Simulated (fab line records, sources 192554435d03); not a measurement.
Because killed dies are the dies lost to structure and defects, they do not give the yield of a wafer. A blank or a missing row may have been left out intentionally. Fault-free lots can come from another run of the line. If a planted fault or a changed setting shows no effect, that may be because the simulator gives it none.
fab line records    flow n5_finfet
record: lots: 24  wafers: 72  last_day: 19
route steps=1938 shown BEOL_M7@1309 BEOL_M8@1333
lots that met no fault: taken from a fault-free run of the same line
start_h: hours from the record's opening day to when the first of the lot's shown wafers began    wait_h: hours from the lot's prior step to this one    " unchanged from the row above    L1.1+2: several wafers, shown together as one row    - no value, or no start was given    * or withheld: withheld    < > ~ a bound
route shown NAME@n: NAME is a module with steps in the file, n the number in the route of the first one    usual: mean and standard deviation over wafers with no fault    same: alike in all rows    chamber/n: place in a boat    sites: the reading at each site    _std_site: their standard deviation    _edge_site: outer sites' mean less inner sites'    radius_mm: for every site, how far away it sits from the centre of the wafer    mask NAME#n: copy n    behind: tool/chamber where the wafer was last shaped    hold: the reason the lot was held/the length of the hold in hours/how it ended    device: names the non-switching transistor (n, p or np)    end of line: tests run on the same wafers once the route is complete    step lacking rows: just its recipe    killed: the dies lost at the first sort to structure and to defects; this is not the yield of the wafer    map: per-die view of a wafer (x killed, . not killed, _ where there is no die)
set.NAME: the run value of the setting; set.NAME@STEP: its run value at that earlier step    model.NAME: the simulator's own value behind a step, which no gauge read
one table for each step of the route and one row for each wafer, over a sample of lots
services: when a tool's chamber went out of use (start_h, in hours from the record's first day, below 0 if earlier), for how many hours, and the reason
== steps ==
step: N5_BEOL_M7_ETCH_41
recipe: chemistry: CH3F/O2  target: SiCN  target_depth_a: 319  taper_deg: 2  time_s: 57.8  ion_energy_ev: 120  mask_material: TiN  pressure_mtorr: 30  source_w: 395  bias_w: 75  Ar_flow_sccm: 150  CH3F_flow_sccm: 30  O2_flow_sccm: 20
usual: drypump_motor_current_A: 5.8/0.52  oes_product_au: 0.78/0.096  rf_vpp_V: 297.3/1.6  showerhead_plenum_p_Torr: 2.00/0.066  throttle_valve_pct: 16.30/0.3
lot.wafer  tool         chamber  start_h  wait_h  drypump_motor_current_A  oes_product_au  rf_hours_counter_h  rf_vpp_V  showerhead_plenum_p_Torr  throttle_valve_pct
L074.2     rie_diel-05  2        -        -       5.0                      0.73            168                 299.3     2.07                      16.29
L074.5     "            0        "        "       5.9                      0.68            -                   299.1     2.05                      16.24
L074.6     "            1        "        "       6.1                      0.81            -                   298.4     2.01                      16.11
L075.2     rie_diel-06  1        -        -       5.0                      0.74            157                 296.8     2.00                      16.47
L075.3     "            0        "        "       5.1                      0.76            160                 296.6     2.00                      16.11
L075.6     "            0        "        "       5.1                      0.76            -                   295.9     1.99                      16.11
L076.2     rie_diel-05  1        -        -       6.2                      0.79            126                 297.4     2.00                      16.15
L076.4     "            0        "        "       5.9                      1.01            1                   299.0     2.05                      15.81
L076.5     "            3        "        "       6.2                      0.73            -                   297.7     1.99                      16.68
L077.4     rie_diel-02  0        -        -       5.5                      0.69            243                 294.8     1.88                      16.39
L077.5     "            0        "        "       5.5                      0.69            -                   295.7     1.88                      16.39
L077.6     "            1        "        "       5.1                      0.90            -                   297.9     2.03                      16.16
L080.1     rie_diel-05  1        -        -       6.1                      0.79            129                 297.9     2.00                      16.16
L080.3     "            2        "        "       5.0                      0.72            184                 298.9     2.07                      16.32
L080.4     "            0        "        "       5.9                      1.00            3                   299.4     2.05                      15.81
L081.2     rie_diel-06  1        -        -       5.0                      0.74            165                 297.8     2.00                      16.51
L081.5     "            2        "        "       6.6                      0.77            -                   297.4     2.01                      16.38
L081.6     "            3        "        "       6.6                      0.70            -                   296.2     1.90                      16.16
L079.4     rie_diel-05  3        -        -       6.1                      0.72            186                 296.8     1.99                      16.68
L079.5     "            0        "        "       5.9                      0.98            -                   298.5     2.05                      15.80
L079.6     "            1        "        "       6.1                      0.78            -                   296.9     2.00                      16.15
L078.1     rie_diel-05  3        -        -       6.1                      0.71            188                 297.6     1.99                      16.68
L078.4     "            1        "        "       6.1                      0.79            132                 296.0     2.00                      16.15
L078.6     "            1        "        "       6.1                      0.79            -                   297.0     2.00                      16.15
L083.2     rie_diel-02  2        -        -       6.3                      0.70            215                 297.2     1.99                      16.78
L083.4     "            3        "        "       5.6                      0.79            102                 295.7     1.87                      16.29
L083.6     "            3        "        "       5.6                      0.80            -                   293.9     1.87                      16.30
L082.2     rie_diel-06  2        -        -       6.6                      0.78            130                 297.5     2.01                      16.39
L082.4     "            3        "        "       6.6                      0.69            196                 296.8     1.90                      16.16
L082.6     "            1        "        "       5.0                      0.73            -                   297.4     2.00                      16.50
L084.1     rie_diel-06  1        -        -       5.0                      0.74            176                 298.1     2.00                      16.51
L084.3     "            0        "        "       5.1                      0.74            179                 298.0     1.99                      16.11
L084.5     "            0        "        "       5.0                      0.74            -                   297.2     1.99                      16.12
L086.1     rie_diel-05  1        -        -       6.1                      0.78            140                 298.3     2.00                      16.18
L086.4     "            2        "        "       5.0                      0.73            195                 298.7     2.06                      16.35
L086.5     "            0        "        "       5.8                      0.95            -                   298.4     2.04                      15.83
L093.1     rie_diel-02  2        -        -       6.3                      0.70            223                 296.5     1.98                      16.80
L093.2     "            0        "        "       5.5                      0.99            1                   299.6     2.13                      15.95
L093.5     "            3        "        "       5.6                      0.78            -                   294.1     1.86                      16.31
L087.4     rie_diel-02  2        -        -       6.3                      0.69            -                   296.3     1.98                      16.82
L087.5     "            3        "        "       5.6                      0.78            -                   293.4     1.86                      16.32
L087.6     "            0        "        "       5.5                      0.97            -                   299.1     2.12                      15.96
L089.2     rie_diel-02  2        -        -       6.3                      0.70            225                 296.3     1.98                      16.81
L089.4     "            0        "        "       5.5                      0.97            -                   300.0     2.12                      15.96
L089.5     "            3        "        "       5.6                      0.78            -                   295.9     1.86                      16.32
L085.2     rie_diel-05  3        -        -       6.1                      0.71            199                 297.1     1.98                      16.72
L085.4     "            0        "        "       5.9                      0.94            18                  299.2     2.04                      15.83
L085.6     "            0        "        "       5.9                      0.94            -                   297.7     2.04                      15.83
L088.2     rie_diel-02  2        -        -       6.3                      0.70            225                 298.0     1.98                      16.82
L088.5     "            3        "        "       5.6                      0.79            -                   294.5     1.86                      16.31
L088.6     "            2        "        "       6.3                      0.70            -                   295.4     1.98                      16.83
L090.1     rie_diel-05  0        -        -       5.9                      0.93            22                  298.3     2.04                      15.86
L090.2     "            3        "        "       6.1                      0.71            203                 298.1     1.98                      16.70
L090.5     "            2        "        "       5.0                      0.71            -                   298.5     2.06                      16.38
L091.1     rie_diel-02  0        -        -       5.5                      0.94            10                  298.6     2.12                      15.98
L091.3     "            3        "        "       5.6                      0.78            120                 294.5     1.86                      16.33
L091.4     "            2        "        "       6.3                      0.69            232                 295.5     1.98                      16.82
L094.1     rie_diel-06  0        -        -       5.1                      0.74            192                 296.6     1.98                      16.15
L094.2     "            3        "        "       6.6                      0.68            217                 292.6     1.89                      16.20
L094.5     "            0        "        "       5.0                      0.73            -                   297.3     1.98                      16.17
L092.1     rie_diel-05  0        -        -       5.9                      0.92            28                  297.4     2.04                      15.85
L092.4     "            3        "        "       6.1                      0.71            213                 296.6     1.98                      16.73
L092.6     "            3        "        "       6.1                      0.70            -                   295.8     1.98                      16.73
L095.2     rie_diel-05  1        -        -       6.1                      0.76            156                 297.5     1.99                      16.18
L095.4     "            3        "        "       6.1                      0.70            213                 298.5     1.98                      16.73
L095.5     "            0        "        "       5.9                      0.91            -                   298.2     2.04                      15.86
L096.1     rie_diel-05  0        -        -       6.0                      0.91            29                  297.3     2.04                      15.84
L096.5     "            1        "        "       6.1                      0.76            -                   296.6     1.99                      16.20
L096.6     "            0        "        "       5.9                      0.92            -                   298.3     2.04                      15.87
L097.1     rie_diel-05  1        -        -       6.1                      0.77            158                 298.2     1.99                      16.19
L097.2     "            0        "        "       5.9                      0.92            30                  298.2     2.04                      15.85
L097.3     "            2        "        "       5.0                      0.70            214                 298.0     2.06                      16.38
step: N5_BEOL_M7_CD_MEAS_35
recipe: target_cd_nm: 40  polarity: opening
usual: cd_nm: 40.1/0.66
lot.wafer  tool       chamber  start_h  wait_h  cd_nm
L074.2     cd_sem-03  -        215.41   0.0     38.7
L074.5     "          -        "        "       39.5
L074.6     "          -        "        "       40.5
L075.2     cd_sem-02  -        249.63   0.0     40.6
L075.3     "          -        "        "       40.3
L075.6     "          -        "        "       41.2
L076.2     cd_sem-03  -        279.34   0.0     40.4
L076.4     "          -        "        "       40.2
L076.5     "          -        "        "       40.0
L077.4     cd_sem-02  -        285.07   0.0     40.5
L077.5     "          -        "        "       39.8
L077.6     "          -        "        "       41.1
L080.1     cd_sem-02  -        288.18   0.0     39.9
L080.3     "          -        "        "       39.6
L080.4     "          -        "        "       39.8
L081.2     cd_sem-01  -        291.51   0.0     39.9
L081.5     "          -        "        "       39.8
L081.6     "          -        "        "       39.9
L079.4     cd_sem-01  -        296.45   0.0     40.0
L079.5     "          -        "        "       40.1
L079.6     "          -        "        "       40.5
L078.1     cd_sem-01  -        302.03   0.0     40.3
L078.4     "          -        "        "       40.9
L078.6     "          -        "        "       41.0
L083.2     cd_sem-02  -        302.39   0.0     40.7
L083.4     "          -        "        "       41.0
L083.6     "          -        "        "       41.2
L082.2     cd_sem-01  -        302.39   0.0     41.0
L082.4     "          -        "        "       40.4
L082.6     "          -        "        "       41.6
L084.1     cd_sem-02  -        332.78   0.0     39.9
L084.3     "          -        "        "       40.1
L084.5     "          -        "        "       40.5
L086.1     cd_sem-01  -        339.90   0.0     40.7
L086.4     "          -        "        "       39.8
L086.5     "          -        "        "       40.1
L093.1     cd_sem-02  -        339.99   0.0     40.2
L093.2     "          -        "        "       41.0
L093.5     "          -        "        "       39.7
L087.4     cd_sem-01  -        344.58   0.0     40.4
L087.5     "          -        "        "       41.5
L087.6     "          -        "        "       39.7
L089.2     cd_sem-01  -        345.00   0.0     39.7
L089.4     "          -        "        "       40.1
L089.5     "          -        "        "       40.1
L085.2     cd_sem-01  -        345.27   0.0     40.1
L085.4     "          -        "        "       40.1
L085.6     "          -        "        "       40.3
L088.2     cd_sem-01  -        345.39   0.0     38.9
L088.5     "          -        "        "       39.3
L088.6     "          -        "        "       40.2
L090.1     cd_sem-02  -        358.09   0.0     40.1
L090.2     "          -        "        "       41.4
L090.5     "          -        "        "       40.2
L091.1     cd_sem-03  -        364.80   0.0     39.8
L091.3     "          -        "        "       39.9
L091.4     "          -        "        "       39.8
L094.1     cd_sem-02  -        374.87   0.0     39.4
L094.2     "          -        "        "       39.8
L094.5     "          -        "        "       39.9
L092.1     cd_sem-01  -        387.60   0.0     40.4
L092.4     "          -        "        "       39.8
L092.6     "          -        "        "       40.5
L095.2     cd_sem-02  -        388.01   0.0     38.3
L095.4     "          -        "        "       38.1
L095.5     "          -        "        "       39.9
L096.1     cd_sem-02  -        391.26   0.0     40.2
L096.5     "          -        "        "       40.2
L096.6     "          -        "        "       40.2
L097.1     cd_sem-03  -        391.72   0.0     39.9
L097.2     "          -        "        "       39.9
L097.3     "          -        "        "       40.8
step: N5_BEOL_M7_SPUTTER_48
recipe: material: Cu  target_thk_a: 100  temp_c: -20  bias_v: 60  power_w: 26000  chamber_pressure_pa: 0.13  time_s: 1.667
usual: cathode_dc_power_W: 26000/4.8  throttle_valve_pct: 30.2/0.87
lot.wafer  tool            chamber  start_h  wait_h  cathode_dc_power_W  throttle_valve_pct
L074.2     pvd_sputter-01  -        218.10   0.2     26005               31.0
L074.5     "               -        "        "       25994               28.8
L074.6     "               -        "        "       25995               31.4
L075.2     pvd_sputter-01  -        252.73   0.1     26001               29.2
L075.3     "               -        "        "       26003               31.3
L075.6     "               -        "        "       25991               29.3
L076.2     pvd_sputter-02  -        280.44   0.1     25994               29.2
L076.4     "               -        "        "       26002               31.2
L076.5     "               -        "        "       25997               31.0
L077.4     pvd_sputter-03  -        286.30   0.1     26012               29.1
L077.5     "               -        "        "       26001               30.1
L077.6     "               -        "        "       26005               29.2
L080.1     pvd_sputter-02  -        289.40   0.1     26014               28.9
L080.3     "               -        "        "       26000               30.3
L080.4     "               -        "        "       26001               31.2
L081.2     pvd_sputter-03  -        292.89   0.3     26000               29.1
L081.5     "               -        "        "       25994               28.9
L081.6     "               -        "        "       26001               30.2
L079.4     pvd_sputter-01  -        298.27   0.0     25997               30.7
L079.5     "               -        "        "       25999               31.4
L079.6     "               -        "        "       26001               30.4
L078.1     pvd_sputter-01  -        304.66   0.1     26005               31.6
L078.4     "               -        "        "       26001               31.0
L078.6     "               -        "        "       26008               30.9
L083.2     pvd_sputter-01  -        305.32   0.1     26000               31.2
L083.4     "               -        "        "       26006               30.3
L083.6     "               -        "        "       25996               31.3
L082.2     pvd_sputter-02  -        305.34   0.1     26000               31.2
L082.4     "               -        "        "       26001               30.6
L082.6     "               -        "        "       26000               30.4
L084.1     pvd_sputter-03  -        335.90   0.3     26006               30.0
L084.3     "               -        "        "       26004               29.5
L084.5     "               -        "        "       26004               29.6
L086.1     pvd_sputter-02  -        341.14   0.1     26003               29.4
L086.4     "               -        "        "       25999               30.9
L086.5     "               -        "        "       25998               30.6
L093.1     pvd_sputter-01  -        341.24   0.1     25999               31.0
L093.2     "               -        "        "       26005               29.1
L093.5     "               -        "        "       26003               31.1
L087.4     pvd_sputter-01  -        346.05   0.0     26002               31.0
L087.5     "               -        "        "       26000               31.2
L087.6     "               -        "        "       26010               30.1
L089.2     pvd_sputter-03  -        346.46   0.1     25989               30.4
L089.4     "               -        "        "       26002               28.9
L089.5     "               -        "        "       25995               29.2
L085.2     pvd_sputter-03  -        346.60   0.1     25993               30.1
L085.4     "               -        "        "       26000               30.5
L085.6     "               -        "        "       25998               29.2
L088.2     pvd_sputter-01  -        346.72   0.1     26001               30.8
L088.5     "               -        "        "       26006               31.7
L088.6     "               -        "        "       26000               30.3
L090.1     pvd_sputter-03  -        359.59   0.2     25999               29.7
L090.2     "               -        "        "       26002               29.2
L090.5     "               -        "        "       26005               29.9
L091.1     pvd_sputter-03  -        368.29   0.1     26001               30.8
L091.3     "               -        "        "       25994               29.9
L091.4     "               -        "        "       26005               29.4
L094.1     pvd_sputter-01  -        377.41   1.2     25996               31.4
L094.2     "               -        "        "       26004               30.4
L094.5     "               -        "        "       25995               31.3
L092.1     pvd_sputter-01  -        388.63   0.1     26010               30.3
L092.4     "               -        "        "       25993               31.0
L092.6     "               -        "        "       25995               30.2
L095.2     pvd_sputter-02  -        388.96   0.1     26006               30.6
L095.4     "               -        "        "       26001               31.5
L095.5     "               -        "        "       26003               30.3
L096.1     pvd_sputter-01  -        392.35   0.1     26002               31.7
L096.5     "               -        "        "       26001               29.0
L096.6     "               -        "        "       25996               31.4
L097.1     pvd_sputter-01  -        392.85   0.1     25988               30.2
L097.2     "               -        "        "       26003               31.3
L097.3     "               -        "        "       25996               29.0
step: N5_BEOL_M7_CMP_52
recipe: stop_on: SiCOH_lowk  t_overpolish_s: 6.9  down_force_psi: 1  platen_rpm: 50  clearing_platen_down_force_psi: 1.5  clearing_platen_rpm: 50  post_cmp_clean: cu_alkaline  target_thk_nm: 80  clearing_platen_pad_velocity_m_s: 0.99484  pad_velocity_m_s: 0.99484
usual: barrier_field_endpoint_s: 29.0/0.77  motor_current_A: 6.2/0.51  overpolish_run_s: 6.900/0.0093  retaining_ring_pressure_frac: 1.000/0.0049  slurry_filter_dp_kPa: 13.48/0.13  time_to_endpoint_s: 63/3.5
lot.wafer  tool    chamber  start_h  wait_h  barrier_field_endpoint_s  motor_current_A  overpolish_run_s  retaining_ring_pressure_frac  slurry_filter_dp_kPa  time_to_endpoint_s
L074.2     cmp-01  0        218.91   0.2     29.3                      6.6              6.899             0.999                         13.48                 66
L074.6     "       3        "        "       29.1                      5.9              6.884             0.999                         13.33                 62
L074.5     "       0        "        "       30.1                      7.5              6.903             0.997                         13.41                 65
L075.3     cmp-02  3        253.58   0.2     28.8                      5.6              6.892             1.007                         13.71                 64
L075.2     "       0        "        "       28.7                      5.9              6.885             0.993                         13.32                 60
L075.6     "       3        "        "       30.4                      5.8              6.898             0.999                         13.31                 66
L076.2     cmp-01  1        281.01   0.2     28.9                      6.0              6.895             1.000                         13.53                 60
L076.4     "       2        "        "       28.5                      6.7              6.900             0.998                         13.56                 60
L076.5     "       1        "        "       29.7                      6.0              6.906             1.002                         13.48                 65
L077.4     cmp-01  2        287.06   0.2     27.7                      6.6              6.913             0.997                         13.50                 56
L077.6     "       1        "        "       28.8                      6.1              6.894             1.000                         13.60                 61
L077.5     "       2        "        "       28.2                      6.5              6.921             1.002                         13.49                 57
L080.1     cmp-02  3        289.91   0.3     28.7                      5.9              6.891             1.001                         13.38                 62
L080.3     "       0        "        "       27.8                      5.9              6.911             1.005                         13.68                 59
L080.4     "       1        "        "       28.3                      5.8              6.887             1.005                         13.62                 67
L081.2     cmp-01  3        293.51   0.3     29.0                      5.7              6.910             1.002                         13.58                 62
L081.6     "       0        "        "       30.5                      7.4              6.909             0.997                         13.63                 65
L081.5     "       1        "        "       29.9                      6.0              6.890             0.995                         13.55                 65
L079.4     cmp-02  1        298.78   0.1     29.1                      5.8              6.889             0.995                         13.21                 64
L079.5     "       1        "        "       28.5                      5.9              6.907             1.000                         13.28                 65
L079.6     "       2        "        "       30.6                      6.4              6.888             0.999                         13.50                 70
L078.4     cmp-01  3        305.49   0.1     28.3                      6.0              6.904             0.999                         13.50                 59
L078.1     "       2        "        "       27.5                      6.7              6.913             1.005                         13.23                 55
L078.6     "       0        "        "       29.2                      7.0              6.905             0.998                         13.65                 62
L083.4     cmp-02  3        306.15   0.1     29.6                      5.7              6.902             0.990                         13.58                 65
L083.2     "       0        "        "       29.4                      6.1              6.882             1.002                         13.46                 61
L083.6     "       0        "        "       28.7                      6.1              6.906             1.002                         13.33                 57
L082.2     cmp-04  3        306.15   0.2     28.9                      5.9              6.912             1.005                         13.58                 65
L082.4     "       1        "        "       28.6                      5.6              6.908             1.001                         13.59                 59
L082.6     "       0        "        "       28.2                      5.8              6.898             0.997                         13.40                 58
L084.1     cmp-01  3        336.45   0.3     28.5                      5.8              6.906             1.002                         13.62                 62
L084.3     "       0        "        "       29.2                      7.3              6.897             0.992                         13.53                 67
L084.5     "       2        "        "       27.9                      6.6              6.892             1.000                         13.56                 60
L086.1     cmp-01  2        341.97   0.5     28.3                      6.2              6.892             0.989                         13.33                 60
L086.4     "       0        "        "       28.9                      7.2              6.895             1.006                         13.42                 63
L086.5     "       1        "        "       29.2                      6.0              6.896             1.000                         13.65                 67
L093.1     cmp-02  1        341.98   0.3     29.4                      5.8              6.914             0.995                         13.54                 63
L093.2     "       3        "        "       28.5                      5.7              6.903             0.990                         13.43                 62
L093.5     "       2        "        "       31.0                      6.7              6.896             1.002                         13.36                 70
L087.4     cmp-02  2        346.62   0.1     29.9                      6.9              6.909             1.005                         13.25                 68
L087.5     "       2        "        "       29.4                      6.6              6.902             1.009                         13.53                 65
L087.6     "       3        "        "       28.6                      6.1              6.909             0.996                         13.22                 63
L089.2     cmp-02  1        346.98   0.2     28.7                      5.8              6.913             0.998                         13.37                 65
L089.4     "       3        "        "       28.6                      6.0              6.889             1.000                         13.39                 62
L089.5     "       1        "        "       28.7                      5.4              6.894             1.005                         13.43                 64
L085.2     cmp-04  0        347.25   0.2     28.4                      5.5              6.896             1.002                         13.44                 58
L085.4     "       2        "        "       29.5                      6.2              6.896             0.994                         13.60                 63
L085.6     "       1        "        "       28.9                      5.3              6.876             1.000                         13.51                 62
L088.2     cmp-02  2        347.56   0.2     30.3                      6.8              6.899             0.994                         13.33                 67
L088.5     "       1        "        "       29.2                      5.9              6.902             1.005                         13.56                 64
L088.6     "       2        "        "       30.3                      6.9              6.897             0.997                         13.76                 68
L090.2     cmp-01  0        361.01   0.2     28.6                      7.1              6.901             0.995                         13.42                 60
L090.1     "       2        "        "       27.5                      7.0              6.903             1.000                         13.39                 52
L090.5     "       3        "        "       28.7                      5.4              6.893             1.003                         13.65                 57
L091.4     cmp-02  1        368.80   0.1     29.6                      5.7              6.894             1.005                         13.68                 65
L091.1     "       3        "        "       28.0                      5.7              6.908             1.002                         13.79                 63
L091.3     "       0        "        "       28.2                      5.8              6.895             0.997                         13.51                 61
L094.2     cmp-04  3        377.95   0.2     29.6                      5.9              6.894             0.991                         13.38                 68
L094.1     "       0        "        "       28.5                      5.6              6.903             1.007                         13.33                 63
L094.5     "       2        "        "       29.4                      5.7              6.912             1.003                         13.56                 67
L092.1     cmp-02  2        389.23   0.3     30.6                      6.5              6.897             1.010                         13.51                 69
L092.4     "       1        "        "       29.4                      6.1              6.911             0.994                         13.60                 67
L092.6     "       3        "        "       30.3                      5.8              6.912             1.002                         13.45                 64
L095.4     cmp-01  3        389.63   0.1     29.1                      5.9              6.897             0.999                         13.65                 59
L095.2     "       1        "        "       30.0                      6.0              6.909             1.007                         13.35                 66
L095.5     "       3        "        "       28.9                      6.2              6.901             1.003                         13.48                 60
L096.1     cmp-01  2        393.24   0.3     27.8                      6.2              6.909             0.996                         13.25                 59
L096.6     "       1        "        "       29.5                      5.7              6.898             0.999                         13.50                 64
L096.5     "       2        "        "       28.4                      6.5              6.894             1.000                         13.64                 58
L097.3     cmp-01  1        393.80   0.2     29.2                      5.9              6.888             1.004                         13.70                 66
L097.1     "       2        "        "       28.5                      6.6              6.898             1.008                         13.52                 60
L097.2     "       3        "        "       27.7                      5.7              6.893             1.001                         13.67                 59
step: N5_BEOL_M7_DEP_56
recipe: material: SiCN  target_thk_a: 100  temp_c: withheld  precursor: 3MS/NH3  pressure_torr: 3  rf_w: 202  time_s: 17.5
usual: showerhead_plenum_p_Torr: 3.660/0.015  throttle_valve_pct: 9.2/0.77
lot.wafer  tool      chamber  start_h  wait_h  showerhead_plenum_p_Torr  throttle_valve_pct
L074.2     pecvd-04  2        219.23   0.0     3.662                     8.7
L074.5     "         2        "        "       3.652                     8.5
L074.6     "         0        "        "       3.642                     8.8
L075.2     pecvd-01  0        253.93   0.0     3.648                     9.1
L075.3     "         1        "        "       3.666                     10.7
L075.6     "         2        "        "       3.643                     8.2
L076.2     pecvd-02  1        281.38   0.0     3.677                     9.9
L076.4     "         1        "        "       3.665                     9.4
L076.5     "         0        "        "       3.652                     9.8
L077.4     pecvd-04  1        287.40   0.0     3.684                     9.4
L077.5     "         2        "        "       3.656                     8.7
L077.6     "         0        "        "       3.651                     8.7
L080.1     pecvd-01  1        290.27   0.0     3.670                     10.7
L080.3     "         2        "        "       3.654                     8.0
L080.4     "         0        "        "       3.642                     9.1
L081.2     pecvd-01  0        293.75   0.0     3.648                     8.9
L081.5     "         0        "        "       3.655                     9.0
L081.6     "         1        "        "       3.678                     10.8
L079.4     pecvd-04  0        299.15   0.0     3.645                     8.9
L079.5     "         1        "        "       3.685                     9.2
L079.6     "         2        "        "       3.660                     8.9
L078.1     pecvd-01  1        305.85   0.0     3.665                     10.8
L078.4     "         1        "        "       3.661                     11.0
L078.6     "         2        "        "       3.641                     8.3
L083.2     pecvd-04  1        306.50   0.0     3.692                     9.6
L083.4     "         1        "        "       3.689                     9.5
L083.6     "         0        "        "       3.648                     9.1
L082.2     pecvd-02  2        306.51   0.0     3.648                     8.3
L082.4     "         1        "        "       3.681                     9.7
L082.6     "         0        "        "       3.651                     10.1
L084.1     pecvd-01  1        336.77   0.0     3.676                     10.7
L084.3     "         2        "        "       3.644                     8.5
L084.5     "         0        "        "       3.654                     9.0
L086.1     pecvd-04  1        342.29   0.0     3.686                     9.4
L086.4     "         0        "        "       3.643                     8.7
L086.5     "         2        "        "       3.655                     8.7
L093.1     pecvd-01  1        342.34   0.0     3.672                     10.8
L093.2     "         2        "        "       3.648                     8.3
L093.5     "         0        "        "       3.650                     8.9
L087.4     pecvd-04  2        347.00   0.0     3.669                     8.6
L087.5     "         1        "        "       3.682                     9.3
L087.6     "         0        "        "       3.646                     8.8
L089.2     pecvd-04  0        347.34   0.0     3.641                     8.8
L089.4     "         2        "        "       3.656                     9.0
L089.5     "         1        "        "       3.689                     9.6
L085.2     pecvd-04  1        347.61   0.0     3.683                     9.4
L085.4     "         2        "        "       3.660                     8.3
L085.6     "         1        "        "       3.680                     9.2
L088.2     pecvd-02  1        347.88   0.0     3.674                     9.5
L088.5     "         0        "        "       3.659                     10.0
L088.6     "         2        "        "       3.644                     8.4
L090.1     pecvd-01  1        361.33   0.0     3.669                     10.6
L090.2     "         0        "        "       3.654                     9.0
L090.5     "         2        "        "       3.655                     8.3
L091.1     pecvd-04  2        369.16   0.0     3.661                     8.6
L091.3     "         0        "        "       3.653                     8.8
L091.4     "         0        "        "       3.641                     8.8
L094.1     pecvd-04  2        378.27   0.0     3.665                     8.7
L094.2     "         1        "        "       3.689                     9.6
L094.5     "         1        "        "       3.696                     9.5
L092.1     pecvd-01  2        389.58   0.0     3.647                     8.3
L092.4     "         0        "        "       3.659                     8.9
L092.6     "         2        "        "       3.650                     8.2
L095.2     pecvd-01  0        389.98   0.0     3.651                     8.9
L095.4     "         0        "        "       3.656                     9.0
L095.5     "         1        "        "       3.657                     10.9
L096.1     pecvd-04  0        393.56   0.0     3.648                     8.7
L096.5     "         2        "        "       3.657                     8.7
L096.6     "         0        "        "       3.646                     8.9
L097.1     pecvd-01  2        394.11   0.0     3.648                     8.4
L097.2     "         0        "        "       3.659                     9.0
L097.3     "         1        "        "       3.669                     10.6
step: N5_BEOL_M8_CURE_74
recipe: temp_c: 385  time_s: 240  ambient: He/Ar  material: SiCOH_lowk
usual: lamp_power_pct: 52.31/0.05  wafer_temp_C_max: 387.2/0.59
lot.wafer  tool        chamber  start_h  wait_h  lamp_power_pct  wafer_temp_C_max
L074.2     uv_cure-02  1        219.50   0.1     52.33           387.4
L074.5     "           1        "        "       52.27           388.3
L074.6     "           1        "        "       52.25           386.9
L075.2     uv_cure-03  0        254.23   0.1     52.27           387.0
L075.3     "           0        "        "       52.29           387.0
L075.6     "           0        "        "       52.32           386.9
L076.2     uv_cure-03  0        281.68   0.1     52.27           386.4
L076.4     "           0        "        "       52.24           387.7
L076.5     "           0        "        "       52.24           386.1
L077.4     uv_cure-01  1        287.82   0.3     52.39           386.3
L077.5     "           1        "        "       52.29           385.9
L077.6     "           1        "        "       52.40           386.2
L080.1     uv_cure-03  2        290.46   0.0     52.34           388.2
L080.3     "           2        "        "       52.42           386.5
L080.4     "           2        "        "       52.29           387.7
L081.2     uv_cure-01  0        294.03   0.1     52.30           387.8
L081.5     "           0        "        "       52.29           387.6
L081.6     "           0        "        "       52.32           387.8
L079.4     uv_cure-02  1        299.57   0.3     52.34           388.4
L079.5     "           1        "        "       52.33           388.0
L079.6     "           1        "        "       52.23           387.0
L078.1     uv_cure-02  2        306.05   0.0     52.36           386.5
L078.4     "           2        "        "       52.26           386.6
L078.6     "           2        "        "       52.29           386.6
L083.2     uv_cure-02  1        306.78   0.1     52.22           387.2
L083.4     "           1        "        "       52.27           388.1
L083.6     "           1        "        "       52.26           388.1
L082.2     uv_cure-01  2        306.79   0.1     52.32           388.0
L082.4     "           2        "        "       52.34           387.8
L082.6     "           2        "        "       52.26           387.0
L084.1     uv_cure-03  2        336.96   0.0     52.31           386.9
L084.3     "           2        "        "       52.33           387.2
L084.5     "           2        "        "       52.43           387.2
L086.1     uv_cure-01  2        342.48   0.0     52.32           387.1
L086.4     "           2        "        "       52.35           387.1
L086.5     "           2        "        "       52.31           386.7
L093.1     uv_cure-03  0        342.53   0.0     52.32           387.0
L093.2     "           0        "        "       52.29           386.5
L093.5     "           0        "        "       52.38           387.0
L087.4     uv_cure-03  0        347.43   0.3     52.32           387.1
L087.5     "           0        "        "       52.40           386.8
L087.6     "           0        "        "       52.29           386.2
L089.2     uv_cure-02  0        347.62   0.1     52.31           387.9
L089.4     "           0        "        "       52.32           386.9
L089.5     "           0        "        "       52.35           387.2
L085.2     uv_cure-01  1        347.89   0.1     52.34           386.8
L085.4     "           1        "        "       52.32           386.7
L085.6     "           1        "        "       52.26           386.7
L088.2     uv_cure-03  2        348.16   0.1     52.38           387.2
L088.5     "           2        "        "       52.30           387.3
L088.6     "           2        "        "       52.33           387.4
L090.1     uv_cure-01  0        361.53   0.0     52.37           387.0
L090.2     "           0        "        "       52.24           387.4
L090.5     "           0        "        "       52.36           388.2
L091.1     uv_cure-03  0        369.43   0.1     52.23           387.2
L091.3     "           0        "        "       52.33           387.4
L091.4     "           0        "        "       52.23           386.4
L094.1     uv_cure-03  1        378.47   0.0     52.25           388.0
L094.2     "           1        "        "       52.27           387.7
L094.5     "           1        "        "       52.34           388.0
L092.1     uv_cure-03  2        389.78   0.0     52.30           386.8
L092.4     "           2        "        "       52.34           387.0
L092.6     "           2        "        "       52.31           386.4
L095.2     uv_cure-02  1        390.26   0.1     52.31           388.2
L095.4     "           1        "        "       52.38           387.6
L095.5     "           1        "        "       52.30           387.1
L096.1     uv_cure-03  1        393.77   0.1     52.22           388.3
L096.5     "           1        "        "       52.26           388.8
L096.6     "           1        "        "       52.24           387.7
L097.1     uv_cure-02  0        394.31   0.0     52.33           386.2
L097.2     "           0        "        "       52.30           386.6
L097.3     "           0        "        "       52.39           388.1
== services ==
tool            chamber  start_h  hours  kind
pvd_sputter-01  -        209.23   5.5    repair
rie_diel-02     3        241.79   7.1    repair
cmp-01          -        249.26   8.4    repair
cmp-01          -        289.56   0.9    repair
pvd_sputter-03  -        296.52   4.4    repair
uv_cure-02      -        300.44   0.7    repair
cmp-02          -        300.80   4.0    pm
cmp-02          -        309.38   1.3    repair
pecvd-01        1        310.11   3.0    repair
pecvd-01        -        313.37   1.2    repair
cmp-02          -        314.77   1.0    repair
pecvd-01        -        316.69   5.5    pm
pecvd-04        0        324.78   9.6    repair
uv_cure-03      -        324.87   7.5    pm
cmp-01          -        330.42   4.0    pm
pvd_sputter-01  -        352.24   1.7    repair
rie_diel-05     0        359.41   10.1   repair
cmp-02          -        359.47   1.0    repair
cmp-02          -        362.22   2.2    repair
uv_cure-02      -        362.30   1.0    pm
uv_cure-03      -        366.16   1.3    repair
cmp-02          -        372.54   1.5    repair
cmp-01          -        373.41   0.7    repair
cmp-02          -        390.53   2.9    repair
== key ==
fault none
